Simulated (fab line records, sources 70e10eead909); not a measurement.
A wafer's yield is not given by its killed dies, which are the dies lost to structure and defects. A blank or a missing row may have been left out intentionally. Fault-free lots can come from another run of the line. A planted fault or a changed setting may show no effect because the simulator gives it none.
Chamber matching / flow nand-harc / NHARC_P_GATE_STRIP_101 on rie-diel-04 has 4 sister chambers
The step strips in O2, time 20 s. 7 wafers are shown with their chamber, then 7 later ones without.

== WAFERS, EACH WITH ITS CHAMBER ==
wafer=L652.1; chamber=3; drypump-motor-current-A (A)=5.4; oes-product-au (a.u.)=1.000
wafer=L652.5; chamber=2; drypump-motor-current-A (A)=5.9; oes-product-au (a.u.)=0.991
wafer=L662.6; chamber=1; drypump-motor-current-A (A)=6.0; oes-product-au (a.u.)=0.991
wafer=L664.1; chamber=2; drypump-motor-current-A (A)=5.9; oes-product-au (a.u.)=0.997
wafer=L664.2; chamber=1; drypump-motor-current-A (A)=6.1; oes-product-au (a.u.)=1.000
wafer=L669.4; chamber=0; drypump-motor-current-A (A)=5.4; oes-product-au (a.u.)=0.987
wafer=L669.5; chamber=0; drypump-motor-current-A (A)=5.4; oes-product-au (a.u.)=0.985

== WAFERS WHOSE CHAMBER IS MISSING ==
wafer=L669.6; drypump-motor-current-A (A)=5.5; oes-product-au (a.u.)=1.006
wafer=L672.4; drypump-motor-current-A (A)=5.4; oes-product-au (a.u.)=0.990
wafer=L672.5; drypump-motor-current-A (A)=5.9; oes-product-au (a.u.)=1.002
wafer=L672.6; drypump-motor-current-A (A)=5.4; oes-product-au (a.u.)=1.007
wafer=L673.2; drypump-motor-current-A (A)=5.5; oes-product-au (a.u.)=1.000
wafer=L673.4; drypump-motor-current-A (A)=6.0; oes-product-au (a.u.)=0.990
wafer=L673.6; drypump-motor-current-A (A)=6.0; oes-product-au (a.u.)=0.999

== THE CHAMBER EACH PASSED THROUGH ==
wafer=L669.6; from the rows above=3; in truth=3
wafer=L672.4; from the rows above=can't be placed: 0 or 3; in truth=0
wafer=L672.5; from the rows above=2; in truth=2
wafer=L672.6; from the rows above=3; in truth=3
wafer=L673.2; from the rows above=can't be placed: 3 or 0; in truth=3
wafer=L673.4; from the rows above=can't be placed: 1 or 2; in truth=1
wafer=L673.6; from the rows above=can't be placed: 1 or 2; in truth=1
Placed correctly: 3 of 7. Not placeable from these rows: 4 (in 4, the candidates include the true chamber). Placed wrongly: 0.
How it was worked out, from the rows above alone: a wafer's distance from a chamber is the root of the sum, over the readings, of the square of ((its reading less the chamber's mean) divided by the reading's scatter). If the next closest chamber is less than 2 further off than the closest, the wafer can't be placed; otherwise it belongs to the closest. The mean given for a chamber averages the wafers shown for that chamber. The scatter: take each reading less its chamber's mean, square it, sum over the shown wafers, divide by the number of wafers less the number of chambers, and take the root.
